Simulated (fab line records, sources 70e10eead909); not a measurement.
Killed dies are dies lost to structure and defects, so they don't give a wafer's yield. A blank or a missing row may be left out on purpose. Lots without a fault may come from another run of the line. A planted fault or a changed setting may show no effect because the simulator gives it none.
Chamber matching | flow nand_harc | NHARC_A_M0_ETCH_15 on rie_diel-05: 4 sister chambers
The step etches the open film in C4F8/Ar, target depth 150 nm, overetch 15 nm, time 82.5 s. 15 wafers are shown with their chamber, then 7 later ones without.

WAFERS WITH THEIR CHAMBER
wafer  | chamber | rf_vpp_V (V) | run_length_s (s) | oes_product_au (a.u.)
L329.1 | 0       | 441.9        | 103.7            | 0.976
L329.3 | 2       | 443.9        | 102.7            | 0.954
L329.4 | 3       | 437.1        | 103.8            | 0.977
L330.2 | 0       | 440.6        | 103.7            | 0.917
L330.3 | 2       | 443.2        | 102.7            | 0.919
L330.4 | 1       | 440.1        | 103.6            | 0.927
L337.1 | 0       | 440.4        | 104.0            | 0.966
L337.4 | 3       | 435.1        | 103.1            | 0.967
L337.5 | 3       | 437.6        | 102.9            | 0.976
L335.3 | 1       | 438.5        | 103.9            | 0.940
L335.4 | 3       | 436.1        | 103.0            | 0.980
L335.5 | 2       | 443.8        | 102.8            | 0.975
L341.2 | 1       | 440.7        | 103.8            | 0.953
L341.3 | 2       | 442.3        | 103.2            | 0.983
L341.6 | 3       | 436.2        | 103.0            | 0.960

SIGNATURES (means of the wafers above)
reading        | chamber 0 | chamber 1 | chamber 2 | chamber 3 | scatter within a chamber
rf_vpp_V       | 440.967   | 439.767   | 443.300   | 436.420   | 0.919
run_length_s   | 103.800   | 103.767   | 102.850   | 103.160   | 0.271
oes_product_au | 0.95300   | 0.94000   | 0.95775   | 0.97200   | 0.0214
Rule: a wafer's distance from a chamber is the root of the sum, over the readings, of the square of ((its reading less the chamber's mean) divided by the reading's scatter). The wafer belongs to the nearest chamber; if the next one is less than 2 further off, it can't be placed. The scatter: the root of (the sum of the squares of (reading less its chamber's mean) over the shown wafers, divided by (wafers less chambers)).

WAFERS WITHOUT THEIR CHAMBER
wafer  | rf_vpp_V (V) | run_length_s (s) | oes_product_au (a.u.)
L343.3 | 440.3        | 103.7            | 0.961
L343.5 | 436.8        | 103.8            | 0.969
L343.6 | 439.9        | 103.6            | 0.952
L342.3 | 443.4        | 102.8            | 0.955
L342.4 | 440.7        | 103.5            | 0.927
L342.6 | 435.9        | 103.3            | 0.940
L351.4 | 438.6        | 103.7            | 0.943

WHICH CHAMBER EACH WENT THROUGH
wafer  | from the rows above     | in truth
L343.3 | can't be placed: 0 or 1 | 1
L343.5 | can't be placed: 3 or 1 | 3
L343.6 | can't be placed: 1 or 0 | 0
L342.3 | 2                       | 2
L342.4 | can't be placed: 1 or 0 | 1
L342.6 | 3                       | 3
L351.4 | can't be placed: 1 or 0 | 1
Placed correctly: 2 of 7. Can't be placed from these rows: 5 (the true chamber is among the candidates in 5). Placed wrongly: 0.
